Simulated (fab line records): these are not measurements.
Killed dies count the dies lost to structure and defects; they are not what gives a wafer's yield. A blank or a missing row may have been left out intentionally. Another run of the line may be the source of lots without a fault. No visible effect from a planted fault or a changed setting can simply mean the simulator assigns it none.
fab line records ; flow n5-finfet
[record] lots = 12; wafers = 32; last-day = 18
route steps=1938 shown BEOL_M14@1751 PASSIVATION@1936
lots untouched by any fault: they come from a run of this same line in which no faults occurred
start-h: hours from the record's opening day to when the first of the lot's shown wafers began ; wait-h: hours elapsed since this lot's preceding step ; " unchanged from the row above ; L1.1+2: one row covering several wafers at once ; - value missing, or start not given ; * or withheld: withheld ; < > ~ a bound
route shown NAME@n: NAME is a module with steps in the file, n the number in the route of the first one ; usual: average and standard deviation across the fault-free wafers ; same: alike in all rows ; chamber/n: place in a boat ; sites: the reading at each site ; _std_site: standard deviation across them ; _edge_site: the outer-site mean with the inner-site mean subtracted ; radius-mm: how far each site lies from the wafer's centre ; mask NAME#n: copy n ; behind: tool/chamber where the wafer was last shaped ; hold: reason for holding the lot/hours on hold/outcome of the hold ; device: the n, p or np transistor that did not switch ; end of line: the same wafers' tests at the end of the route ; where a step has no rows: the recipe by itself ; killed: dies lost to structure and defects at the first sort, not the wafer's yield ; map: shows each die of a wafer: x if killed, . if not, _ if none is there
set.NAME: the setting the step ran with; set.NAME@STEP: the setting that earlier step ran with ; model.NAME: the simulator's own value behind a step, which no gauge read
a sample of lots followed through the steps of the route, with each step as a table and each wafer as a row
services: from which hour (start-h, from the record's first day; less than 0 if before it) a tool's chamber was out of use, for how many hours, and why
[[steps]]
[step N5_BEOL_M14_ETCH_68]
[recipe] chemistry = N2/H2; target = SOC; mask-material = SiARC; source-w = 3000; bias-w = 350; temp-c = 40; time-s = 450; ion-energy-ev = 200; pressure-mtorr = 30; n2-flow-sccm = 200; h2-flow-sccm = 200
[usual] drypump-motor-current-A = 5.8/0.45; oes-product-au = 0.79/0.071; rf-fwd-power-W = 2998/9.5; rf-vpp-V = 524.0/2.1; showerhead-plenum-p-Torr = 2.55/0.071; throttle-valve-pct = 17.87/0.21
lot.wafer;tool;chamber;start-h;wait-h;drypump-motor-current-A;oes-product-au;rf-fwd-power-W;rf-hours-counter-h;rf-vpp-V;showerhead-plenum-p-Torr;throttle-valve-pct
L288.2;rie-diel-05;3;252.19;0.1;6.3;0.78;2999;146;524.6;2.55;17.84
L288.5;rie-diel-05;0;252.19;0.1;5.9;0.77;2988;-;525.2;2.56;18.12
L289.2;rie-diel-02;3;269.19;0.1;5.4;0.71;3009;199;523.3;2.53;18.16
L289.4;rie-diel-02;2;269.19;0.1;6.3;0.82;2996;55;526.9;2.71;17.77
L289.5;rie-diel-02;3;269.19;0.1;5.4;0.70;3003;-;525.0;2.53;18.16
L291.2;rie-diel-05;3;277.25;0.1;6.3;0.76;2999;155;523.5;2.55;17.84
L291.3;rie-diel-05;0;277.25;0.1;5.9;0.78;2996;138;524.3;2.55;18.11
L291.4;rie-diel-05;2;277.25;0.1;5.3;0.82;3002;92;524.9;2.56;17.70
L292.1;rie-diel-01;3;291.95;0.1;6.1;0.83;3008;96;523.5;2.57;17.73
L292.2;rie-diel-01;0;291.95;0.1;5.1;0.72;2996;167;525.0;2.54;17.84
L295.1;rie-diel-05;1;296.64;0.1;5.7;0.71;3002;216;523.8;2.50;17.80
L295.2;rie-diel-05;3;296.64;0.1;6.4;0.76;3003;160;523.1;2.55;17.87
L295.5;rie-diel-05;1;296.64;0.1;5.7;0.71;2983;-;523.9;2.50;17.80
L297.1;rie-diel-05;2;308.38;0.1;5.3;0.80;3007;102;524.3;2.55;17.70
L297.5;rie-diel-05;3;308.38;0.1;6.4;0.76;3008;-;523.7;2.55;17.87
L303.1;rie-diel-01;2;341.46;0.1;5.3;0.71;2987;220;517.9;2.42;18.21
L303.2;rie-diel-01;0;341.46;0.1;5.1;0.71;2994;184;525.3;2.53;17.86
L303.4;rie-diel-01;1;341.46;0.1;5.3;0.89;3004;36;526.8;2.58;17.57
L305.4;rie-diel-01;3;361.97;0.1;6.1;0.80;2980;122;523.5;2.56;17.77
L305.5;rie-diel-01;2;361.97;0.1;5.3;0.72;3011;-;519.3;2.42;18.21
L305.6;rie-diel-01;3;361.97;0.1;6.1;0.80;2990;-;523.7;2.56;17.79
L307.1;rie-diel-02;0;376.46;0.1;5.9;0.79;3001;121;523.8;2.55;17.77
L307.3;rie-diel-02;2;376.46;0.1;6.3;0.79;3018;93;528.9;2.69;17.84
L307.6;rie-diel-02;1;376.46;0.1;6.3;0.85;3003;-;521.7;2.48;17.69
L306.2;rie-diel-02;3;377.04;0.1;5.4;0.68;2997;239;523.0;2.51;18.24
L306.4;rie-diel-02;2;377.04;0.1;6.3;0.79;2995;93;528.4;2.69;17.84
L306.5;rie-diel-02;0;377.04;0.1;5.9;0.79;3002;-;523.7;2.55;17.79
L308.1;rie-diel-02;0;379.77;0.1;5.9;0.78;3000;122;525.2;2.55;17.81
L308.2;rie-diel-02;2;379.77;0.1;6.3;0.79;2997;94;526.9;2.69;17.86
L308.4;rie-diel-02;3;379.77;0.1;5.4;0.68;3001;239;523.8;2.51;18.24
L309.4;rie-diel-02;2;399.43;0.1;6.3;0.77;3005;102;527.5;2.68;17.86
L309.6;rie-diel-02;2;399.43;0.1;6.3;0.77;3007;-;528.2;2.69;17.87
[step N5_BEOL_M14_OCD_MEAS_35]
[usual] trench-depth-nm = 560/15
lot.wafer;tool;chamber;start-h;wait-h;trench-depth-nm
L288.2;ocd-02;-;252.62;0.0;552
L288.5;ocd-02;-;252.62;0.0;555
L289.2;ocd-01;-;269.62;0.0;567
L289.4;ocd-01;-;269.62;0.0;556
L289.5;ocd-01;-;269.62;0.0;571
L291.2;ocd-01;-;277.68;0.0;549
L291.3;ocd-01;-;277.68;0.0;544
L291.4;ocd-01;-;277.68;0.0;550
L292.1;ocd-01;-;292.38;0.0;554
L292.2;ocd-01;-;292.38;0.0;559
L295.1;ocd-02;-;297.07;0.0;550
L295.2;ocd-02;-;297.07;0.0;553
L295.5;ocd-02;-;297.07;0.0;550
L297.1;ocd-01;-;308.81;0.0;556
L297.5;ocd-01;-;308.81;0.0;549
L303.1;ocd-01;-;341.89;0.0;543
L303.2;ocd-01;-;341.89;0.0;562
L303.4;ocd-01;-;341.89;0.0;586
L305.4;ocd-01;-;362.40;0.0;556
L305.5;ocd-01;-;362.40;0.0;547
L305.6;ocd-01;-;362.40;0.0;555
L307.1;ocd-02;-;376.89;0.0;541
L307.3;ocd-02;-;376.89;0.0;557
L307.6;ocd-02;-;376.89;0.0;578
L306.2;ocd-01;-;377.47;0.0;570
L306.4;ocd-01;-;377.47;0.0;560
L306.5;ocd-01;-;377.47;0.0;539
L308.1;ocd-02;-;380.20;0.0;541
L308.2;ocd-02;-;380.20;0.0;556
L308.4;ocd-02;-;380.20;0.0;572
L309.4;ocd-02;-;399.86;0.0;557
L309.6;ocd-02;-;399.86;0.0;553
[step N5_BEOL_M14_ETCH_38]
[recipe] chemistry = CF4/N2; target = SiCN; target-depth-a = 1065; taper-deg = 2; time-s = 120.6; ion-energy-ev = 150; mask-material = SiO2; pressure-mtorr = 40; source-w = 430; bias-w = 70; Ar_flow_sccm = 100; cf4-flow-sccm = 60; n2-flow-sccm = 60
[usual] drypump-motor-current-A = 5.7/0.44; mfc-ar-sccm = 100.0/0.3; oes-product-au = 0.78/0.071; rf-fwd-power-W = 428.7/1.4; rf-vpp-V = 382.2/1.4; showerhead-plenum-p-Torr = 2.21/0.049; throttle-valve-pct = 15.55/0.17
lot.wafer;tool;chamber;start-h;wait-h;drypump-motor-current-A;mfc-ar-sccm;oes-product-au;rf-fwd-power-W;rf-hours-counter-h;rf-vpp-V;showerhead-plenum-p-Torr;throttle-valve-pct
L288.2;rie-diel-05;1;256.55;-;5.7;99.3;0.72;427.5;204;382.5;2.19;15.63
L288.5;rie-diel-05;2;256.55;-;5.3;99.7;0.82;429.3;-;381.7;2.23;15.40
L289.2;rie-diel-01;1;273.93;-;5.3;99.9;0.96;428.8;11;382.7;2.26;15.34
L289.4;rie-diel-01;0;273.93;-;5.2;99.8;0.73;429.3;159;381.9;2.20;15.52
L289.5;rie-diel-01;2;273.93;-;5.2;99.7;0.72;427.8;-;379.6;2.11;15.83
L291.2;rie-diel-05;2;278.98;-;5.3;100.2;0.81;429.1;92;383.2;2.22;15.40
L291.3;rie-diel-05;0;278.98;-;5.9;99.9;0.77;425.4;139;382.4;2.22;15.68
L291.4;rie-diel-05;1;278.98;-;5.7;100.6;0.71;428.5;210;382.5;2.19;15.66
L292.1;rie-diel-01;1;293.33;-;5.2;100.0;0.94;429.5;18;383.3;2.25;15.35
L292.2;rie-diel-01;0;293.33;-;5.1;100.0;0.73;429.7;167;382.3;2.20;15.52
L295.1;rie-diel-05;2;301.36;-;5.3;99.9;0.80;428.8;100;382.6;2.22;15.44
L295.2;rie-diel-05;3;301.36;-;6.3;100.5;0.52;427.1;162;381.1;2.21;15.59
L295.5;rie-diel-05;1;301.36;-;5.7;99.8;0.49;428.3;-;381.6;2.19;15.66
L297.1;rie-diel-05;3;310.76;-;6.3;99.7;0.75;429.7;165;382.7;2.21;15.63
L297.5;rie-diel-05;1;310.76;-;5.7;100.4;0.49;426.9;-;382.6;2.19;15.66
L303.1;rie-diel-01;1;342.07;-;5.3;98.9;0.91;429.3;37;382.6;2.25;15.39
L303.2;rie-diel-01;2;342.07;-;5.2;99.9;0.71;428.5;220;380.3;2.10;15.86
L303.4;rie-diel-01;0;342.07;-;5.1;99.9;0.72;430.9;185;381.7;2.19;15.57
L305.4;rie-diel-02;2;362.51;-;6.3;100.5;0.79;429.3;88;385.4;2.32;15.42
L305.5;rie-diel-02;1;362.51;-;6.3;99.6;0.88;429.2;-;381.6;2.16;15.40
L305.6;rie-diel-02;0;362.51;-;5.9;99.8;0.78;430.3;-;383.7;2.23;15.57
L307.1;rie-diel-05;1;377.03;-;5.7;100.2;0.70;428.9;238;381.9;2.18;15.70
L307.3;rie-diel-05;2;377.03;-;5.3;99.5;0.79;428.8;122;381.7;2.21;15.49
L307.6;rie-diel-05;1;377.03;-;5.7;100.3;0.70;428.0;-;383.2;2.18;15.71
L306.2;rie-diel-02;0;377.55;-;5.9;100.2;0.76;429.7;121;382.5;2.22;15.59
L306.4;rie-diel-02;1;377.55;-;6.3;99.6;0.87;428.6;41;381.3;2.16;15.42
L306.5;rie-diel-02;2;377.55;-;6.3;100.1;0.77;426.8;-;385.0;2.32;15.42
L308.1;rie-diel-01;3;381.11;-;6.1;100.0;0.78;429.9;130;383.0;2.22;15.33
L308.2;rie-diel-01;0;381.11;-;5.1;100.2;0.71;428.3;199;383.3;2.19;15.60
L308.4;rie-diel-01;1;381.11;-;5.3;99.9;0.88;430.6;53;382.4;2.24;15.41
L309.4;rie-diel-05;2;400.05;-;5.3;100.2;0.78;428.5;130;382.4;2.21;15.49
L309.6;rie-diel-05;1;400.05;-;5.7;100.0;0.69;428.3;-;382.5;2.18;15.71
[step N5_BEOL_M14_THK_MEAS_50]
[recipe] thk-meas-gauge = xrf; reads = Cu_of_BEOL_M14_ECD_47
[usual] M14_THK = 572/16
lot.wafer;tool;chamber;start-h;wait-h;M14_THK[nm]
L288.2;film-metro-01;-;258.19;-;571
L288.5;film-metro-01;-;258.19;-;573
L289.2;film-metro-01;-;276.21;-;585
L289.4;film-metro-01;-;276.21;-;576
L289.5;film-metro-01;-;276.21;-;587
L291.2;film-metro-02;-;280.80;-;556
L291.3;film-metro-02;-;280.80;-;548
L291.4;film-metro-02;-;280.80;-;558
L292.1;film-metro-01;-;294.69;-;573
L292.2;film-metro-01;-;294.69;-;579
L295.1;film-metro-02;-;303.39;-;560
L295.2;film-metro-02;-;303.39;-;564
L295.5;film-metro-02;-;303.39;-;559
L297.1;film-metro-01;-;312.20;-;570
L297.5;film-metro-01;-;312.20;-;565
L303.1;film-metro-02;-;343.86;-;560
L303.2;film-metro-02;-;343.86;-;576
L303.4;film-metro-02;-;343.86;-;604
L305.4;film-metro-01;-;364.13;-;567
L305.5;film-metro-01;-;364.13;-;558
L305.6;film-metro-01;-;364.13;-;561
L307.1;film-metro-02;-;378.73;-;541
L307.3;film-metro-02;-;378.73;-;561
L307.6;film-metro-02;-;378.73;-;581
L306.2;film-metro-01;-;379.04;-;585
L306.4;film-metro-01;-;379.04;-;571
L306.5;film-metro-01;-;379.04;-;552
L308.1;film-metro-01;-;382.90;-;551
L308.2;film-metro-01;-;382.90;-;560
L308.4;film-metro-01;-;382.90;-;583
L309.4;film-metro-02;-;401.75;-;569
L309.6;film-metro-02;-;401.75;-;565
[step N5_PASSIVATION_PROBE_49]
[usual] defect-limited-yield = 91.5/1.5; killed_at_M0_to_M3 = 30/11; killed_at_M4_up = 13/4.9; killed-at-contacts = 14/6.5; killed-at-front-end = 40/11; killed-at-other = 3.3/2.7; killed-dies = 100/18; killed-open = 67/14; killed-short = 32/7.8; sort_bin_5_function = 5.0/0.97; sort_bin_6_memory = 3.2/0.75; sort-n-pass = 1080/18; sort-yield-pct = 91.5/1.5
[same] gross-dies = 1180; killed-at-back-side = 0; sort_bin_4_leakage[%] = 0; sort_bin_8_speed[%] = 0
lot.wafer;tool;chamber;start-h;wait-h;defect-limited-yield[%];killed_at_M0_to_M3;killed_at_M4_up;killed-at-contacts;killed-at-front-end;killed-at-other;killed-dies;killed-open;killed-short;sort_bin_5_function[%];sort_bin_6_memory[%];sort-n-pass;sort-yield-pct[%]
L295.1;prober-01;-;327.01;0.0;92.0;28;13;8;40;5;94;62;31;4.7;3.2;1086;92.0
L295.2;prober-01;-;327.06;0.1;92.9;33;17;6;25;3;84;53;31;4.2;2.7;1096;92.9
L295.5;prober-01;-;327.21;0.2;90.0;46;15;14;42;1;118;89;29;6.0;3.7;1062;90.0
L297.1;prober-01;-;332.84;0.0;88.8;25;21;14;67;5;132;77;55;6.6;4.0;1048;88.8
L307.1;prober-01;-;398.97;0.0;93.4;19;13;7;34;5;78;53;24;3.5;3.0;1102;93.4
L307.3;prober-01;-;399.07;0.1;93.3;18;10;10;37;4;79;48;28;4.3;2.1;1101;93.3
L307.6;prober-01;-;399.22;0.3;94.1;19;7;4;36;4;70;52;17;3.0;2.6;1110;94.1
L308.1;prober-02;-;403.25;0.0;87.3;39;16;18;76;1;150;113;37;7.1;5.3;1030;87.3
L308.2;prober-02;-;403.30;0.1;88.7;32;26;14;54;7;133;87;45;6.2;4.7;1047;88.7
L308.4;prober-02;-;403.40;0.2;90.8;31;20;11;42;4;108;80;28;5.5;3.2;1072;90.8
// killed by level:class
L295.1 STI_FIN_REVEAL:geometric-particle:open=8 BEOL_M4:geometric-particle:open=7 MOL_CONTACT_COAG:geometric-particle:open=6 BEOL_M2:geometric-particle:open=6 FIN_SAQP:geometric-particle:open=5 BEOL_M0_SAQP:geometric-particle:open=5 BEOL_M1:geometric-particle:open=5 BEOL_M3:geometric-particle:open=5
L295.2 BEOL_M3:geometric-particle:open=8 BEOL_M2:geometric-particle:open=8 STI_FIN_REVEAL:geometric-particle:open=7 BEOL_M4:geometric-particle:open=6 BEOL_M1:geometric-particle:open=5 BEOL_M2:geometric-particle:short=5 FIN_SAQP:geometric-particle:open=4 DUMMY_GATE:geometric-particle:open=4
L295.5 FIN_SAQP:geometric-particle:open=14 MOL_CONTACT_COAG:geometric-particle:open=13 BEOL_M2:geometric-particle:open=13 BEOL_M1:geometric-particle:open=12 FIN_SAQP:geometric-particle:short=12 BEOL_M3:geometric-particle:open=10 STI_FIN_REVEAL:geometric-particle:open=5 DUMMY_GATE:geometric-particle:open=5
L297.1 FIN_SAQP:geometric-particle:short=17 STI_FIN_REVEAL:geometric-particle:open=12 MOL_CONTACT_COAG:geometric-particle:open=12 GATE_CUT:geometric-particle:short=9 FIN_SAQP:geometric-particle:open=7 BEOL_M1:geometric-particle:open=7 BEOL_M0_SAQP:geometric-particle:open=6 BEOL_M0_SAQP:geometric-particle:short=6
L307.1 DUMMY_GATE:geometric-particle:open=8 GATE_CUT:geometric-particle:short=6 BEOL_M1:geometric-particle:open=6 MOL_CONTACT_COAG:geometric-particle:open=5 BEOL_M4:geometric-particle:open=4 FIN_SAQP:geometric-particle:short=4 FIN_SAQP:geometric-particle:open=4 BEOL_M0_SAQP:geometric-particle:open=4
L307.3 FIN_SAQP:geometric-particle:short=10 MOL_CONTACT_COAG:geometric-particle:open=9 STI_FIN_REVEAL:geometric-particle:open=6 BEOL_M0_SAQP:geometric-particle:open=5 BEOL_M1:geometric-particle:open=5 FIN_SAQP:geometric-particle:open=3 STI_FIN_REVEAL:geometric-particle:short=3 GATE_CUT:geometric-particle:open=3
L307.6 STI_FIN_REVEAL:geometric-particle:open=9 DUMMY_GATE:geometric-particle:open=7 BEOL_M0_SAQP:geometric-particle:short=5 FIN_SAQP:geometric-particle:open=4 MOL_CONTACT_COAG:geometric-particle:open=4 DUMMY_GATE:geometric-particle:short=3 GATE_CUT:geometric-particle:open=3 BEOL_M0:geometric-particle:open=3
L308.1 FIN_SAQP:geometric-particle:open=34 STI_FIN_REVEAL:geometric-particle:open=17 MOL_CONTACT_COAG:geometric-particle:open=16 FIN_SAQP:geometric-particle:short=14 BEOL_M0_SAQP:geometric-particle:open=10 BEOL_M4:geometric-particle:open=9 BEOL_M0_SAQP:geometric-particle:short=7 BEOL_M3:geometric-particle:open=6
L308.2 FIN_SAQP:geometric-particle:open=14 FIN_SAQP:geometric-particle:short=12 MOL_CONTACT_COAG:geometric-particle:open=10 BEOL_M2:geometric-particle:open=9 BEOL_M4:geometric-particle:open=8 BEOL_M0_SAQP:geometric-particle:short=7 GATE_CUT:geometric-particle:short=6 BEOL_M5:geometric-particle:open=6
L308.4 FIN_SAQP:geometric-particle:open=13 BEOL_M2:geometric-particle:open=11 MOL_CONTACT_COAG:geometric-particle:open=9 BEOL_M3:geometric-particle:open=9 STI_FIN_REVEAL:geometric-particle:open=8 BEOL_M1:geometric-particle:open=8 FIN_SAQP:geometric-particle:short=6 BEOL_M4:geometric-particle:short=4
[[services]]
tool;chamber;start-h;hours;kind
rie-diel-02;1;250.21;-;clean
rie-diel-02;1;250.21;-;consumable-replace:focus-ring
rie-diel-02;1;250.21;13.8;scheduled-down
rie-diel-02;1;250.21;13.8;vent-cycle
rie-diel-02;-;274.83;1.4;repair
rie-diel-05;-;348.85;15.6;pm
rie-diel-01;2;353.33;4.1;repair
[[key]]
[first-sign] step = N5_BEOL_M14_ETCH_38; reading = oes-product-au; direction = down; sigmas = 3.9; usual = 0.78; struck = 0.50
effect none on later readings
met-at N5_BEOL_M14_ETCH_38
struck-lots L295,L297
struck-wafers L295.2,L295.5,L297.5
not-acting-at N5_BEOL_M14_ETCH_68,N5_BEOL_M14_OCD_MEAS_35,N5_BEOL_M14_THK_MEAS_50
onset-between 278.98 301.36
[fault] kind = process-parameter-drift; tool = rie-diel-05; chamber = -; onset-h = 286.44; steps = N5_BEOL_M14_ETCH_38; channel = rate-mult; offset = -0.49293; shape = step; end-h = 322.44; scope = struck-wafers-only
